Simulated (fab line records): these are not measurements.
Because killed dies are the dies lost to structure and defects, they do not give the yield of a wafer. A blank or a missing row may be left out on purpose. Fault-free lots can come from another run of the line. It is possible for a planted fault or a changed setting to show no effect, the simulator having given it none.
Chamber matching :: flow n5 finfet :: N5_MOL_CONTACT_COAG_DESCUM_45 on rie diel-02: 4 sister chambers
The step chemistry O2, time 7 s. 4 wafers are shown with their chamber, then 8 later ones without.

WAFERS PAIRED WITH THEIR CHAMBERS
wafer: L084.6
chamber: 1
drypump motor current A (A): 5.4

wafer: L089.1
chamber: 3
drypump motor current A (A): 5.7

wafer: L089.3
chamber: 2
drypump motor current A (A): 5.2

wafer: L092.3
chamber: 0
drypump motor current A (A): 6.3

WAFERS MISSING THEIR CHAMBER
wafer: L092.4
drypump motor current A (A): 5.7

wafer: L092.5
drypump motor current A (A): 6.3

wafer: L094.1
drypump motor current A (A): 5.2

wafer: L094.2
drypump motor current A (A): 5.5

wafer: L094.5
drypump motor current A (A): 5.7

wafer: L095.1
drypump motor current A (A): 5.2

wafer: L095.5
drypump motor current A (A): 5.2

wafer: L095.6
drypump motor current A (A): 5.7

WHICH CHAMBER EACH ONE RAN IN
wafer: L092.4
from the rows above: 3
in truth: 3

wafer: L092.5
from the rows above: 0
in truth: 0

wafer: L094.1
from the rows above: 2
in truth: 2

wafer: L094.2
from the rows above: 1
in truth: 1

wafer: L094.5
from the rows above: 3
in truth: 3

wafer: L095.1
from the rows above: 2
in truth: 2

wafer: L095.5
from the rows above: 2
in truth: 2

wafer: L095.6
from the rows above: 3
in truth: 3
Correctly placed: 8 of 8. Not placeable from these rows: 0. Placed wrongly: 0.
How it was worked out, from the rows above alone: a wafer's distance from a chamber is the root of the sum, over the readings, of the square of ((its reading less the chamber's mean) divided by the reading's scatter). If the next closest chamber is less than 2 further off than the closest, the wafer can't be placed; otherwise it belongs to the closest. A chamber's mean is the mean of its shown wafers. The scatter: with one shown wafer a chamber, the root of the mean of the squares of how far each hidden wafer lies from its nearest shown one.
